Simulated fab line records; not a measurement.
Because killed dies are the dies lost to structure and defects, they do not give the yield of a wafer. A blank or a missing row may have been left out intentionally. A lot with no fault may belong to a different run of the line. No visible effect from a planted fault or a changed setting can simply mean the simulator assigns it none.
Matching of chambers    flow nand harc    NHARC_A_BLC_ETCH_17 on rie diel-11 has 4 sister chambers
The step etches the open film in N2/H2, target depth 390 nm, time 609.38 s. 16 wafers are shown with their chamber, then 7 later ones without.

WAFERS, EACH WITH ITS CHAMBER
wafer   chamber  showerhead plenum p Torr (Torr)  drypump motor current A (A)  run length s (s)
L818.2  1        1.88                             6.2                          630.5
L818.5  1        1.88                             6.2                          630.3
L818.6  2        2.05                             5.6                          631.7
L820.3  0        2.13                             6.5                          631.5
L820.4  1        1.88                             6.2                          630.2
L820.6  0        2.13                             6.5                          631.5
L819.1  0        2.13                             6.5                          631.3
L819.4  1        1.88                             6.2                          630.1
L830.1  2        2.05                             5.5                          631.6
L830.3  3        1.98                             5.9                          631.3
L830.4  0        2.12                             6.5                          631.5
L833.3  3        1.97                             5.9                          631.2
L833.5  3        1.98                             5.9                          631.1
L833.6  2        2.05                             5.6                          631.4
L834.1  2        2.05                             5.5                          631.7
L834.5  0        2.12                             6.5                          631.4

SIGNATURES (means of the wafers above)
reading                   chamber 0  chamber 1  chamber 2  chamber 3  scatter within a chamber
showerhead plenum p Torr  2.1260     1.8800     2.0500     1.9767     0.00394
drypump motor current A   6.500      6.200      5.550      5.900      0.0289
run length s              631.440    630.275    631.600    631.200    0.129
Rule: for each reading, subtract the chamber's mean from the wafer's reading, divide by that reading's scatter and square the result; add these up over the readings and take the root, which gives the wafer's distance from the chamber. The wafer belongs to the nearest chamber; if the next one is less than 2 further off, it can't be placed. The scatter is the square root of a quotient: the sum, over the shown wafers, of each reading's squared deviation from its chamber's mean, divided by wafers minus chambers.

WAFERS WHOSE CHAMBER IS MISSING
wafer   showerhead plenum p Torr (Torr)  drypump motor current A (A)  run length s (s)
L834.6  1.88                             6.2                          631.1
L838.1  2.05                             5.6                          631.7
L838.3  1.87                             6.2                          630.2
L838.6  2.05                             5.5                          631.2
L839.2  1.87                             6.2                          630.5
L839.5  2.05                             5.5                          631.6
L839.6  1.97                             5.9                          631.0

THE CHAMBER EACH PASSED THROUGH
wafer   from the rows above  in truth
L834.6  1                    1
L838.1  2                    2
L838.3  1                    1
L838.6  2                    2
L839.2  1                    1
L839.5  2                    2
L839.6  3                    3
Correctly placed: 7 of 7. Number that these rows cannot place: 0. Placed wrongly: 0.
